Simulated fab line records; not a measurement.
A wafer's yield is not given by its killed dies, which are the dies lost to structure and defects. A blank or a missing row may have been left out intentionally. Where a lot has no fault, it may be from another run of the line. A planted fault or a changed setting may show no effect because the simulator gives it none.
Chamber matching    flow nand harc    4 sister chambers for NHARC_P_GATE_DESCUM_48 on rie diel-06
The step chemistry O2, time 3 s. 4 wafers are shown with their chamber, then 7 later ones without.

## WAFERS PAIRED WITH THEIR CHAMBERS
wafer   chamber  drypump motor current A (A)
L078.3  1        5.1
L078.6  3        6.4
L084.1  0        5.6
L084.5  2        5.8

## WAFERS MISSING THEIR CHAMBER
wafer   drypump motor current A (A)
L084.6  5.1
L086.1  5.6
L086.3  5.1
L086.5  5.9
L085.2  6.4
L085.5  5.6
L085.6  5.1

## CHAMBER TAKEN BY EACH
wafer   from the rows above  in truth
L084.6  1                    1
L086.1  0                    0
L086.3  1                    1
L086.5  2                    2
L085.2  3                    3
L085.5  0                    0
L085.6  1                    1
Correct placement for 7 of the 7. Left unplaced by these rows: 0. Wrongly placed: 0.
How it was worked out, from the rows above alone: a wafer's distance from a chamber is the root of the sum, over the readings, of the square of ((its reading less the chamber's mean) divided by the reading's scatter). The wafer belongs to the nearest chamber; if the next one is less than 2 further off, it can't be placed. For every chamber, the mean is computed from those of its wafers that are shown. The scatter (one wafer shown for each chamber): square how far every hidden wafer sits from the nearest shown wafer, average those squares and take the square root.
